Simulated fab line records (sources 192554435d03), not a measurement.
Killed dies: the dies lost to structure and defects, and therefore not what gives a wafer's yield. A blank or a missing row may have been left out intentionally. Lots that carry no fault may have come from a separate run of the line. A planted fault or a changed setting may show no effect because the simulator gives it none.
Which tool was responsible? :: flow n5Finfet :: 8 lots with 23 wafers sampled at 5 steps, on a route of 1938 steps

== WHAT EACH GAUGE READ, for each wafer ==
N5_BEOL_M1_INSPECT_30: inspects for defects (brightfield). Usual: rawDefectCount at 411, with a standard deviation of 100.
lot: L542
measured: day 6 23:31
on: defectInspect-01
rawDefectCount: 314 469 346
flag: 

lot: L547
measured: day 8 19:57
on: defectInspect-01
rawDefectCount: 449 359
flag: 

lot: L554
measured: day 9 16:11
on: defectInspect-02
rawDefectCount: 420 333 398
flag: 

lot: L556
measured: day 10 04:32
on: defectInspect-01
rawDefectCount: 389 519 442
flag: 

lot: L557
measured: day 10 05:52
on: defectInspect-01
rawDefectCount: 609 512 411
flag: 

lot: L558
measured: day 10 12:34
on: defectInspect-01
rawDefectCount: 564 623 580
flag: 

lot: L559
measured: day 11 05:12
on: defectInspect-01
rawDefectCount: 387 294 453
flag: 

lot: L563
measured: day 12 02:52
on: defectInspect-02
rawDefectCount: 347 335 533
flag: 

N5_BEOL_M4_RC_MEAS_101. Usual: DIBL_N 36.1 mV/V, standard deviation 1.6; DIBL_P 36.6 mV/V, standard deviation 1.9; IOFF_N 0.160 nA/um, standard deviation 0.026; IOFF_P 0.210 nA/um, standard deviation 0.028; ION_N 677 uA/um, standard deviation 10; ION_P 464 uA/um, standard deviation 6.9; SS_N 71.4 mV/dec, standard deviation 0.56; SS_P 73.3 mV/dec, standard deviation 0.61; VT_N 249.1 mV, standard deviation 2.6; VT_P -250 mV, standard deviation 3.3.
lot: L542
measured: day 8 13:53
on: prober-01
DIBL_N (mV/V): 36.4 34.7 35.3
DIBL_P (mV/V): 38.0 36.5 36.5
IOFF_N (nA/um): 0.166 0.136 0.143
IOFF_P (nA/um): 0.235 0.211 0.214
ION_N (uA/um): 695 672 683
ION_P (uA/um): 483 472 473
SS_N (mV/dec): 71.1 71.5 71.5
SS_P (mV/dec): 73.5 72.5 73.6
VT_N (mV): 247.1 252.0 250.8
VT_P (mV): -245 -249 -247
flag: 

lot: L547
measured: day 10 15:15
on: prober-02
DIBL_N (mV/V): 36.6 33.6
DIBL_P (mV/V): 36.8 33.3
IOFF_N (nA/um): 0.179 0.128
IOFF_P (nA/um): 0.247 0.196
ION_N (uA/um): 688 658
ION_P (uA/um): 478 463
SS_N (mV/dec): 71.8 71.4
SS_P (mV/dec): 73.4 72.8
VT_N (mV): 246.2 251.7
VT_P (mV): -246 -249
flag: 

lot: L554
measured: day 11 22:29
on: prober-02
DIBL_N (mV/V): 37.6 37.8 37.4
DIBL_P (mV/V): 37.1 37.5 38.6
IOFF_N (nA/um): 0.191 0.195 0.199
IOFF_P (nA/um): 0.259 0.257 0.282
ION_N (uA/um): 674 674 681
ION_P (uA/um): 469 465 483
SS_N (mV/dec): 71.7 70.7 71.6
SS_P (mV/dec): 73.2 73.8 73.4
VT_N (mV): 246.3 244.4 243.6
VT_P (mV): -245 -245 -244
flag: 

lot: L556
measured: day 12 14:04
on: prober-02
DIBL_N (mV/V): 35.7 37.8 38.2
DIBL_P (mV/V): 37.0 38.9 39.6
IOFF_N (nA/um): 0.149 0.185 0.199
IOFF_P (nA/um): 0.207 0.232 0.245
ION_N (uA/um): 682 696 685
ION_P (uA/um): 465 469 464
SS_N (mV/dec): 71.2 72.4 72.2
SS_P (mV/dec): 73.2 73.8 73.9
VT_N (mV): 250.4 248.4 245.7
VT_P (mV): -249 -251 -247
flag: 

lot: L557
measured: day 12 20:09
on: prober-01
DIBL_N (mV/V): 37.3 38.5 37.3
DIBL_P (mV/V): 38.8 41.1 39.1
IOFF_N (nA/um): 0.190 0.215 0.184
IOFF_P (nA/um): 0.216 0.266 0.224
ION_N (uA/um): 691 694 680
ION_P (uA/um): 462 470 460
SS_N (mV/dec): 72.7 72.8 72.4
SS_P (mV/dec): 73.5 73.8 72.9
VT_N (mV): 250.1 246.7 249.1
VT_P (mV): -250 -249 -251
flag: 

lot: L558
measured: day 13 00:31
on: prober-01
DIBL_N (mV/V): 34.1 37.0 34.3
DIBL_P (mV/V): 34.9 38.8 35.9
IOFF_N (nA/um): 0.142 0.183 0.139
IOFF_P (nA/um): 0.167 0.216 0.183
ION_N (uA/um): 681 687 666
ION_P (uA/um): 456 460 457
SS_N (mV/dec): 71.6 72.4 71.3
SS_P (mV/dec): 73.3 74.0 73.6
VT_N (mV): 250.8 250.0 252.7
VT_P (mV): -255 -251 -254
flag: 

lot: L559
measured: day 12 19:46
on: prober-02
DIBL_N (mV/V): 38.1 33.5 35.5
DIBL_P (mV/V): 39.7 34.0 36.6
IOFF_N (nA/um): 0.212 0.131 0.159
IOFF_P (nA/um): 0.267 0.178 0.222
ION_N (uA/um): 687 685 686
ION_P (uA/um): 473 471 474
SS_N (mV/dec): 71.9 70.5 70.9
SS_P (mV/dec): 74.3 72.3 73.9
VT_N (mV): 243.8 251.5 248.0
VT_P (mV): -244 -249 -243
flag: 

lot: L563
measured: day 14 16:33
on: prober-02
DIBL_N (mV/V): 35.3 34.2 36.9
DIBL_P (mV/V): 35.8 35.1 38.2
IOFF_N (nA/um): 0.152 0.135 0.194
IOFF_P (nA/um): 0.208 0.202 0.246
ION_N (uA/um): 679 671 687
ION_P (uA/um): 467 462 473
SS_N (mV/dec): 72.3 71.0 71.9
SS_P (mV/dec): 73.2 72.5 73.0
VT_N (mV): 248.8 247.0 243.7
VT_P (mV): -248 -249 -244
flag: 

== EACH LOT AND THE TOOL THAT RAN IT (in order: tool; ch and the chambers of the sampled wafers; start) ==
lot: L542
N5_BEOL_M1_ETCH_64: rieDiel-05 ch 1,3, day 6 22:37
N5_BEOL_M1_STRIP_66: rieDiel-05 ch 1,3, day 6 22:44
N5_BEOL_M1_ETCH_77: rieDiel-05 ch 0,1,2, day 6 23:34

lot: L547
N5_BEOL_M1_ETCH_64: rieDiel-04 ch 1,2, day 8 19:11
N5_BEOL_M1_STRIP_66: rieDiel-04 ch 1,2, day 8 19:19
N5_BEOL_M1_ETCH_77: rieDiel-05 ch 2,3, day 8 20:10

lot: L554
N5_BEOL_M1_ETCH_64: rieDiel-05 ch 0,2, day 9 15:19
N5_BEOL_M1_STRIP_66: rieDiel-05 ch 0,2, day 9 15:26
N5_BEOL_M1_ETCH_77: rieDiel-04 ch 1,3, day 9 16:16

lot: L556
N5_BEOL_M1_ETCH_64: rieDiel-03 ch 2,3, day 10 03:33
N5_BEOL_M1_STRIP_66: rieDiel-03 ch 2,3, day 10 03:41
N5_BEOL_M1_ETCH_77: rieDiel-03 ch 0,1,2, day 10 04:37

lot: L557
N5_BEOL_M1_ETCH_64: rieDiel-03 ch 0,1,3, day 10 05:06
N5_BEOL_M1_STRIP_66: rieDiel-03 ch 0,1,3, day 10 05:14
N5_BEOL_M1_ETCH_77: rieDiel-03 ch 1,2,3, day 10 06:15

lot: L558
N5_BEOL_M1_ETCH_64: rieDiel-04 ch 1,2,3, day 10 11:33
N5_BEOL_M1_STRIP_66: rieDiel-04 ch 1,2,3, day 10 11:41
N5_BEOL_M1_ETCH_77: rieDiel-03 ch 0,1,3, day 10 12:41

lot: L559
N5_BEOL_M1_ETCH_64: rieDiel-04 ch 0,2,3, day 11 04:19
N5_BEOL_M1_STRIP_66: rieDiel-04 ch 0,2,3, day 11 04:27
N5_BEOL_M1_ETCH_77: rieDiel-03 ch 2,3, day 11 05:25

lot: L563
N5_BEOL_M1_ETCH_64: rieDiel-03 ch 0,1,3, day 12 01:56
N5_BEOL_M1_STRIP_66: rieDiel-03 ch 0,1,3, day 12 02:04
N5_BEOL_M1_ETCH_77: rieDiel-05 ch 0,1,3, day 12 02:56
- N5_BEOL_M1_ETCH_64: etches SOC in N2/H2, target depth 75 nm, overetch 15 nm, time 112.5 s.
- N5_BEOL_M1_STRIP_66: strips in CF4.
- N5_BEOL_M1_ETCH_77: etches underlayer in N2/H2, target depth 6.5 nm, time 5.2 s.

== WHAT THE TOOLS THEMSELVES READ (means of the sampled wafers that have a number; where no wafer has one, the mark that the record gives instead) ==
N5_BEOL_M1_ETCH_64. Usual: for drypumpMotorCurrentA, 5.9 A with a standard deviation of 0.39; for h2FlowSccm, 200.0 sccm with a standard deviation of 0.57; for oesProductAu, 0.61 a.u. with a standard deviation of 0.054; for rfFwdPowerW, 836.5 W with a standard deviation of 2.7; for rfVppV, 523.9 V with a standard deviation of 2.6; for showerheadPlenumPTorr, 2.54 Torr with a standard deviation of 0.096; for throttleValvePct, 17.85 % with a standard deviation of 0.23.
lot: L542
tool: rieDiel-05
drypumpMotorCurrentA (A): 6.0
h2FlowSccm (sccm): 200.3
oesProductAu (a.u.): 0.59
rfFwdPowerW (W): 839.3
rfVppV (V): 525.2
showerheadPlenumPTorr (Torr): 2.60
throttleValvePct (%): 18.03
flag: 

lot: L547
tool: rieDiel-04
drypumpMotorCurrentA (A): 5.7
h2FlowSccm (sccm): 200.0
oesProductAu (a.u.): 0.60
rfFwdPowerW (W): 836.2
rfVppV (V): 523.6
showerheadPlenumPTorr (Torr): 2.52
throttleValvePct (%): 17.99
flag: 

lot: L554
tool: rieDiel-05
drypumpMotorCurrentA (A): 6.3
h2FlowSccm (sccm): 199.6
oesProductAu (a.u.): 0.57
rfFwdPowerW (W): 836.0
rfVppV (V): 522.4
showerheadPlenumPTorr (Torr): 2.49
throttleValvePct (%): 17.81
flag: 

lot: L556
tool: rieDiel-03
drypumpMotorCurrentA (A): 5.7
h2FlowSccm (sccm): 199.7
oesProductAu (a.u.): 0.66
rfFwdPowerW (W): 835.4
rfVppV (V): 524.2
showerheadPlenumPTorr (Torr): 2.54
throttleValvePct (%): 17.64
flag: 

lot: L557
tool: rieDiel-03
drypumpMotorCurrentA (A): 5.6
h2FlowSccm (sccm): 199.7
oesProductAu (a.u.): 0.66
rfFwdPowerW (W): 835.5
rfVppV (V): 524.3
showerheadPlenumPTorr (Torr): 2.59
throttleValvePct (%): 17.68
flag: 

lot: L558
tool: rieDiel-04
drypumpMotorCurrentA (A): 5.7
h2FlowSccm (sccm): 199.4
oesProductAu (a.u.): 0.63
rfFwdPowerW (W): 837.7
rfVppV (V): 525.5
showerheadPlenumPTorr (Torr): 2.58
throttleValvePct (%): 17.81
flag: 

lot: L559
tool: rieDiel-04
drypumpMotorCurrentA (A): 5.7
h2FlowSccm (sccm): 199.8
oesProductAu (a.u.): 0.61
rfFwdPowerW (W): 836.8
rfVppV (V): 523.0
showerheadPlenumPTorr (Torr): 2.53
throttleValvePct (%): 17.84
flag: 

lot: L563
tool: rieDiel-03
drypumpMotorCurrentA (A): 5.6
h2FlowSccm (sccm): 199.6
oesProductAu (a.u.): 0.64
rfFwdPowerW (W): 836.5
rfVppV (V): 524.6
showerheadPlenumPTorr (Torr): 2.58
throttleValvePct (%): 17.71
flag: 

N5_BEOL_M1_STRIP_66. Usual: drypumpMotorCurrentA 5.8 A, standard deviation 0.4; oesProductAu 0.76 a.u., standard deviation 0.066; rfFwdPowerW 292.6 W, standard deviation 0.82; rfVppV 271.0 V, standard deviation 1.5; showerheadPlenumPTorr 1.79 Torr, standard deviation 0.056; throttleValvePct 13.62 %, standard deviation 0.23.
lot: L542
tool: rieDiel-05
drypumpMotorCurrentA (A): 6.0
oesProductAu (a.u.): 0.73
rfFwdPowerW (W): 292.5
rfVppV (V): 272.0
showerheadPlenumPTorr (Torr): 1.83
throttleValvePct (%): 13.75
flag: 

lot: L547
tool: rieDiel-04
drypumpMotorCurrentA (A): 5.7
oesProductAu (a.u.): 0.75
rfFwdPowerW (W): 292.5
rfVppV (V): 271.2
showerheadPlenumPTorr (Torr): 1.79
throttleValvePct (%): 13.80
flag: 

lot: L554
tool: rieDiel-05
drypumpMotorCurrentA (A): 6.3
oesProductAu (a.u.): 0.72
rfFwdPowerW (W): 292.5
rfVppV (V): 271.1
showerheadPlenumPTorr (Torr): 1.77
throttleValvePct (%): 13.60
flag: 

lot: L556
tool: rieDiel-03
drypumpMotorCurrentA (A): 5.7
oesProductAu (a.u.): 0.82
rfFwdPowerW (W): 292.2
rfVppV (V): 270.8
showerheadPlenumPTorr (Torr): 1.78
throttleValvePct (%): 13.41
flag: 

lot: L557
tool: rieDiel-03
drypumpMotorCurrentA (A): 5.5
oesProductAu (a.u.): 0.82
rfFwdPowerW (W): 292.6
rfVppV (V): 271.2
showerheadPlenumPTorr (Torr): 1.81
throttleValvePct (%): 13.39
flag: 

lot: L558
tool: rieDiel-04
drypumpMotorCurrentA (A): 5.7
oesProductAu (a.u.): 0.78
rfFwdPowerW (W): 292.8
rfVppV (V): 271.1
showerheadPlenumPTorr (Torr): 1.82
throttleValvePct (%): 13.63
flag: 

lot: L559
tool: rieDiel-04
drypumpMotorCurrentA (A): 5.7
oesProductAu (a.u.): 0.76
rfFwdPowerW (W): 292.9
rfVppV (V): 271.4
showerheadPlenumPTorr (Torr): 1.80
throttleValvePct (%): 13.68
flag: 

lot: L563
tool: rieDiel-03
drypumpMotorCurrentA (A): 5.5
oesProductAu (a.u.): 0.81
rfFwdPowerW (W): 292.2
rfVppV (V): 271.2
showerheadPlenumPTorr (Torr): 1.81
throttleValvePct (%): 13.43
flag: 

N5_BEOL_M1_ETCH_77. Usual: drypumpMotorCurrentA 5.8 A, standard deviation 0.4; etchRfOnTimeS 5.18 s, standard deviation 0.083; h2FlowSccm 200.0 sccm, standard deviation 0.49; oesProductAu 0.66 a.u., standard deviation 0.062; rfFwdPowerW 819.1 W, standard deviation 2.7; rfVppV 523.4 V, standard deviation 3; showerheadPlenumPTorr 2.53 Torr, standard deviation 0.1; throttleValvePct 17.86 %, standard deviation 0.24.
lot: L542
tool: rieDiel-05
drypumpMotorCurrentA (A): 6.2
etchRfOnTimeS (s): 5.22
h2FlowSccm (sccm): 199.9
oesProductAu (a.u.): 0.64
rfFwdPowerW (W): 821.3
rfVppV (V): 523.7
showerheadPlenumPTorr (Torr): 2.50
throttleValvePct (%): 17.93
flag: 

lot: L547
tool: rieDiel-05
drypumpMotorCurrentA (A): 6.2
etchRfOnTimeS (s): 6.88
h2FlowSccm (sccm): 199.6
oesProductAu (a.u.): 0.56
rfFwdPowerW (W): 820.0
rfVppV (V): 525.5
showerheadPlenumPTorr (Torr): 2.58
throttleValvePct (%): 17.89
flag: OFF

lot: L554
tool: rieDiel-04
drypumpMotorCurrentA (A): 5.7
etchRfOnTimeS (s): 5.10
h2FlowSccm (sccm): 199.7
oesProductAu (a.u.): 0.75
rfFwdPowerW (W): 818.1
rfVppV (V): 526.8
showerheadPlenumPTorr (Torr): 2.64
throttleValvePct (%): 17.61
flag: 

lot: L556
tool: rieDiel-03
drypumpMotorCurrentA (A): 5.6
etchRfOnTimeS (s): 5.23
h2FlowSccm (sccm): 200.4
oesProductAu (a.u.): 0.65
rfFwdPowerW (W): 819.9
rfVppV (V): 522.0
showerheadPlenumPTorr (Torr): 2.52
throttleValvePct (%): 17.79
flag: 

lot: L557
tool: rieDiel-03
drypumpMotorCurrentA (A): 5.5
etchRfOnTimeS (s): 5.20
h2FlowSccm (sccm): 199.5
oesProductAu (a.u.): 0.67
rfFwdPowerW (W): 818.9
rfVppV (V): 523.1
showerheadPlenumPTorr (Torr): 2.49
throttleValvePct (%): 17.66
flag: 

lot: L558
tool: rieDiel-03
drypumpMotorCurrentA (A): 5.6
etchRfOnTimeS (s): 5.22
h2FlowSccm (sccm): 199.4
oesProductAu (a.u.): 0.71
rfFwdPowerW (W): 820.6
rfVppV (V): 524.5
showerheadPlenumPTorr (Torr): 2.59
throttleValvePct (%): 17.72
flag: 

lot: L559
tool: rieDiel-03
drypumpMotorCurrentA (A): 5.8
etchRfOnTimeS (s): 5.19
h2FlowSccm (sccm): 200.5
oesProductAu (a.u.): 0.65
rfFwdPowerW (W): 820.1
rfVppV (V): 520.8
showerheadPlenumPTorr (Torr): 2.46
throttleValvePct (%): 17.75
flag: 

lot: L563
tool: rieDiel-05
drypumpMotorCurrentA (A): 6.1
etchRfOnTimeS (s): 5.18
h2FlowSccm (sccm): 199.9
oesProductAu (a.u.): 0.60
rfFwdPowerW (W): 819.2
rfVppV (V): 523.4
showerheadPlenumPTorr (Torr): 2.51
throttleValvePct (%): 18.09
flag: 

== THE ANSWER, worked out from the rows above alone ==
Rule: lot off if the mean of its wafers having a number is beyond 3 standard deviations from the usual mean. Also off: a lot with no number at a reading for which 4 or more lots have one. Any other lot the step has rows for is counted as sound. After the gauges, taken in route order, come the tools' own readings; for these a lot's mean is taken, as printed above. At the first step where some lot is off, the reading lying furthest off is the one used; lots without a number count as furthest.
Off: L547, at N5_BEOL_M1_ETCH_77 (etchRfOnTimeS).
If a tool, at that step or one of the process steps before it, ran each lot that is off and ran no sound lot following the first of them, it fits. Of those tried, none fits.

== WHAT WAS PUT IN BY THE SIMULATOR ==
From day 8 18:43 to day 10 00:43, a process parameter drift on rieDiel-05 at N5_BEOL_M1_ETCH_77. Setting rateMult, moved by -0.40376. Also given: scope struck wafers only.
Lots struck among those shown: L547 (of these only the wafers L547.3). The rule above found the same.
